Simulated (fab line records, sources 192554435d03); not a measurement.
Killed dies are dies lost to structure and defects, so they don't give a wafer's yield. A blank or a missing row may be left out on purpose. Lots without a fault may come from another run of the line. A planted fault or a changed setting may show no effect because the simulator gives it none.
Which tool did it? | flow n5_finfet | 9 lots, 26 wafers sampled, at 5 steps of a route of 1938

WHAT THE GAUGES READ, wafer by wafer
N5_BEOL_M4_RC_MEAS_101. Usual: DIBL_N 36.2 mV/V, standard deviation 2.4; DIBL_P 36.2 mV/V, standard deviation 2.6; IOFF_N 0.16 nA/um, standard deviation 0.045; IOFF_P 0.21 nA/um, standard deviation 0.046; ION_N 674 uA/um, standard deviation 17; ION_P 463 uA/um, standard deviation 11; SS_N 71.5 mV/dec, standard deviation 0.77; SS_P 73.1 mV/dec, standard deviation 0.76; VT_N 250 mV, standard deviation 3.9; VT_P -250 mV, standard deviation 3.9.
lot  | measured     | on        | DIBL_N (mV/V)  | DIBL_P (mV/V)  | IOFF_N (nA/um) | IOFF_P (nA/um) | ION_N (uA/um) | ION_P (uA/um) | SS_N (mV/dec)  | SS_P (mV/dec)  | VT_N (mV)   | VT_P (mV)      | flag
L591 | day 8 20:34  | prober-01 | 35.7 33.3 34.0 | 35.2 34.2 35.0 | 0.16 0.12 0.12 | 0.19 0.17 0.19 | 665 652 651   | 452 453 457   | 71.9 70.8 70.7 | 72.6 72.6 72.9 | 251 254 256 | -254 -253 -251 |
L601 | day 11 17:31 | prober-01 | 35.7 34.6 36.0 | 38.0 36.0 37.9 | 0.18 0.16 0.16 | 0.21 0.18 0.20 | 688 691 665   | 468 468 458   | 71.6 71.2 71.8 | 73.2 72.8 73.8 | 247 248 250 | -251 -252 -252 |
L603 | day 12 12:38 | prober-02 | 37.7 38.0 38.6 | 38.1 37.1 38.9 | 0.20 0.19 0.20 | 0.25 0.23 0.26 | 704 680 692   | 477 468 468   | 71.0 71.1 72.1 | 74.4 73.9 73.7 | 247 249 247 | -249 -250 -247 |
L604 | day 12 15:38 | prober-02 | 37.8 36.7 36.5 | 38.2 37.2 35.5 | 0.20 0.18 0.17 | 0.24 0.22 0.19 | 681 684 670   | 466 465 459   | 71.0 71.7 71.9 | 73.6 73.4 72.6 | 243 248 248 | -247 -251 -249 |
L605 | day 13 04:14 | prober-01 | 34.2 37.1 35.1 | 33.9 35.9 34.9 | 0.14 0.18 0.14 | 0.18 0.22 0.21 | 684 680 660   | 469 471 455   | 70.8 71.7 72.4 | 72.9 73.4 72.9 | 252 252 251 | -252 -249 -246 |
L606 | day 13 06:20 | prober-02 | 37.1 35.6      | 36.7 35.6      | 0.18 0.15      | 0.21 0.20      | 680 657       | 467 448       | 72.7 71.6      | 73.1 73.5      | 248 252     | -250 -252      |
L607 | day 13 12:28 | prober-01 | 34.8 37.0 40.3 | 33.8 35.0 41.5 | 0.12 0.15 0.24 | 0.17 0.19 0.32 | 681 644 707   | 468 444 482   | 71.7 71.8 72.2 | 72.6 72.1 73.8 | 251 253 243 | -254 -253 -244 |
L608 | day 13 21:27 | prober-02 | 35.4 33.3 34.5 | 35.4 32.2 34.5 | 0.14 0.10 0.13 | 0.22 0.17 0.21 | 663 647 674   | 456 452 474   | 70.9 70.8 71.5 | 73.0 72.6 72.9 | 250 258 255 | -248 -251 -250 |
L609 | day 14 07:34 | prober-01 | 33.8 38.3 32.8 | 34.0 38.9 33.3 | 0.13 0.21 0.12 | 0.21 0.28 0.19 | 661 687 688   | 458 475 477   | 71.6 71.9 72.0 | 72.5 73.3 71.6 | 253 247 253 | -248 -245 -250 |

WHICH TOOL RAN EACH LOT (tool, then ch and the chambers of the sampled wafers, then the start)
lot  | N5_PMOS_HMC_CHANNEL_EPI_HM_OPEN_15 | N5_PMOS_HMC_CHANNEL_EPI_STRIP_33  | N5_FIN_SAQP_ALD_61               | N5_FIN_SAQP_HM_DEP_03
L591 | rie_diel-06 ch 0,2, day 2 23:38    | rie_diel-06 ch 0,2, day 2 23:42   | ald_sin-04 ch 0,1,3, day 3 02:55 | pecvd-01 ch 0,1, day 3 03:23
L601 | rie_diel-06 ch 0,2,3, day 5 12:53  | rie_diel-06 ch 0,2,3, day 5 12:57 | ald_sin-02 ch 0,3, day 5 16:25   | pecvd-03 ch 0,2, day 5 16:50
L603 | rie_diel-02 ch 2,3, day 6 00:53    | rie_diel-02 ch 2,3, day 6 00:56   | ald_sin-04 ch 0,1,2, day 6 03:45 | pecvd-02 ch 0,1, day 6 04:18
L604 | rie_diel-06 ch 2,3, day 6 05:52    | rie_diel-06 ch 2,3, day 6 05:55   | ald_sin-04 ch 2,3, day 6 08:39   | pecvd-03 ch 0,1, day 6 09:04
L605 | rie_diel-01 ch 0,2,3, day 6 11:56  | rie_diel-01 ch 0,2,3, day 6 11:59 | ald_sin-04 ch 0,1,3, day 6 14:47 | pecvd-01 ch 0,2, day 6 15:15
L606 | rie_diel-06 ch 1,2, day 6 17:47    | rie_diel-06 ch 1,2, day 6 17:50   | ald_sin-04 ch 0,1, day 6 20:38   | pecvd-03 ch 0,2, day 6 21:06
L607 | rie_diel-01 ch 0,1, day 7 00:04    | rie_diel-01 ch 0,1, day 7 00:07   | ald_sin-02 ch 0,1,3, day 7 03:15 | pecvd-02 ch 0,1,2, day 7 03:40
L608 | rie_diel-02 ch 0,1, day 7 05:34    | rie_diel-02 ch 0,1, day 7 05:37   | ald_sin-03 ch 0,2,3, day 7 08:45 | pecvd-03 ch 0,1, day 7 09:10
L609 | rie_diel-02 ch 0,1, day 7 11:10    | rie_diel-02 ch 0,1, day 7 11:13   | ald_sin-03 ch 1,2,3, day 7 14:22 | pecvd-03 ch 0,1, day 7 14:47
- N5_PMOS_HMC_CHANNEL_EPI_HM_OPEN_15: chemistry CHF3/O2, target SiO2, target depth 40.6 nm, time 20.3 s.
- N5_PMOS_HMC_CHANNEL_EPI_STRIP_33: strips in N2/H2.
- N5_FIN_SAQP_ALD_61: deposits SiO2, target thk 4 nm, pulse time 1 s, purge time 2 s.
- N5_FIN_SAQP_HM_DEP_03: deposits SiNx from SiH4/NH3/N2, target thk 38 nm, time 33.6 s.

WHAT THE TOOLS THEMSELVES READ (means of the sampled wafers that have a number; where no wafer has one, the mark that the record gives instead)
N5_PMOS_HMC_CHANNEL_EPI_HM_OPEN_15. Usual: O2_flow_sccm 5.000 sccm, standard deviation 0.016; drypump_motor_current_A 5.7 A, standard deviation 0.42; oes_product_au 0.75 a.u., standard deviation 0.071; rf_vpp_V 526 V, standard deviation 15; showerhead_plenum_p_Torr 2.44 Torr, standard deviation 0.085; throttle_valve_pct 18.97 %, standard deviation 0.21.
lot  | tool        | O2_flow_sccm (sccm) | drypump_motor_current_A (A) | oes_product_au (a.u.) | rf_vpp_V (V) | showerhead_plenum_p_Torr (Torr) | throttle_valve_pct (%) | flag
L591 | rie_diel-06 | 4.998               | 6.0                         | 0.72                  | 530          | 2.44                            | 18.72                  |
L601 | rie_diel-06 | 4.998               | 5.6                         | 0.69                  | 524          | 2.41                            | 18.92                  |
L603 | rie_diel-02 | 5.007               | 6.1                         | 0.84                  | 525          | 2.34                            | 18.90                  |
L604 | rie_diel-06 | 4.995               | 5.8                         | 0.70                  | 514          | 2.44                            | 18.75                  |
L605 | rie_diel-01 | 4.991               | 5.9                         | 0.71                  | 519          | 2.44                            | 19.03                  |
L606 | rie_diel-06 | 5.000               | 5.7                         | 0.78                  | 529          | 2.50                            | 18.80                  |
L607 | rie_diel-01 | 4.994               | 5.7                         | 0.71                  | 512          | 2.43                            | 19.24                  |
L608 | rie_diel-02 | 4.997               | 5.8                         | 0.74                  | 527          | 2.44                            | 18.98                  |
L609 | rie_diel-02 | 5.007               | 5.7                         | 0.73                  | 536          | 2.46                            | 19.05                  |

N5_PMOS_HMC_CHANNEL_EPI_STRIP_33. Usual: drypump_motor_current_A 5.7 A, standard deviation 0.42; oes_product_au 0.74 a.u., standard deviation 0.071; rf_vpp_V 54.4 V, standard deviation 1.7; showerhead_plenum_p_Torr 3.41 Torr, standard deviation 0.13; throttle_valve_pct 19.2 %, standard deviation 0.34.
lot  | tool        | drypump_motor_current_A (A) | oes_product_au (a.u.) | rf_vpp_V (V) | showerhead_plenum_p_Torr (Torr) | throttle_valve_pct (%) | flag
L591 | rie_diel-06 | 6.0                         | 0.71                  | 52.9         | 3.43                            | 19.1                   |
L601 | rie_diel-06 | 5.6                         | 0.69                  | 55.5         | 3.37                            | 19.1                   |
L603 | rie_diel-02 | 6.1                         | 0.84                  | 54.3         | 3.27                            | 19.4                   |
L604 | rie_diel-06 | 5.8                         | 0.69                  | 53.6         | 3.43                            | 19.1                   |
L605 | rie_diel-01 | 5.9                         | 0.71                  | 54.4         | 3.43                            | 19.4                   |
L606 | rie_diel-06 | 5.7                         | 0.76                  | 54.4         | 3.50                            | 19.2                   |
L607 | rie_diel-01 | 5.7                         | 0.70                  | 54.6         | 3.41                            | 19.7                   |
L608 | rie_diel-02 | 5.7                         | 0.74                  | 55.2         | 3.41                            | 19.1                   |
L609 | rie_diel-02 | 5.7                         | 0.73                  | 55.7         | 3.47                            | 19.4                   |

N5_FIN_SAQP_ALD_61. Usual: heater_power_w 499 W, standard deviation 49; precursor_pulse_height_rel 0.998, standard deviation 0.019.
lot  | tool       | heater_power_w (W) | precursor_pulse_height_rel | flag
L591 | ald_sin-04 | 523                | 0.987                      |
L601 | ald_sin-02 | 429                | 0.993                      |
L603 | ald_sin-04 | 486                | 1.002                      |
L604 | ald_sin-04 | 472                | 1.004                      |
L605 | ald_sin-04 | 516                | 1.004                      |
L606 | ald_sin-04 | 508                | 1.012                      |
L607 | ald_sin-02 | 449                | 1.007                      |
L608 | ald_sin-03 | 523                | 0.997                      |
L609 | ald_sin-03 | 554                | 0.995                      |

N5_FIN_SAQP_HM_DEP_03. Usual: heater_power_w 791 W, standard deviation 76; showerhead_plenum_p_Torr 5.10 Torr, standard deviation 0.082; throttle_valve_pct 39.0 %, standard deviation 1.6.
lot  | tool     | heater_power_w (W) | showerhead_plenum_p_Torr (Torr) | throttle_valve_pct (%) | flag
L591 | pecvd-01 | 765                | 5.03                            | 40.6                   |
L601 | pecvd-03 | 769                | 5.13                            | 37.2                   |
L603 | pecvd-02 | 866                | 5.16                            | 40.2                   |
L604 | pecvd-03 | 813                | 5.00                            | 39.6                   |
L605 | pecvd-01 | 758                | 5.13                            | 38.1                   |
L606 | pecvd-03 | 747                | 5.10                            | 37.8                   |
L607 | pecvd-02 | 913                | 5.16                            | 39.4                   |
L608 | pecvd-03 | 740                | 5.01                            | 39.5                   |
L609 | pecvd-03 | 792                | 5.02                            | 39.6                   |

THE ANSWER, worked out from the rows above alone
Rule: a lot is off if the mean of its wafers that have a number lies more than 3 standard deviations from the usual mean. A lot without any number at a reading at which 4 lots or more have one is off too. The other lots that the step has rows for count as sound. The gauges are gone through in route order, then the tools' own readings, and for those a lot's mean is taken as printed above. The first step at which some lot is off is used, and at that step the reading that is off furthest; a lot without a number counts as furthest.
No lot is off at any reading shown: from this, nothing can be told.

WHAT THE SIMULATOR HAD PUT IN
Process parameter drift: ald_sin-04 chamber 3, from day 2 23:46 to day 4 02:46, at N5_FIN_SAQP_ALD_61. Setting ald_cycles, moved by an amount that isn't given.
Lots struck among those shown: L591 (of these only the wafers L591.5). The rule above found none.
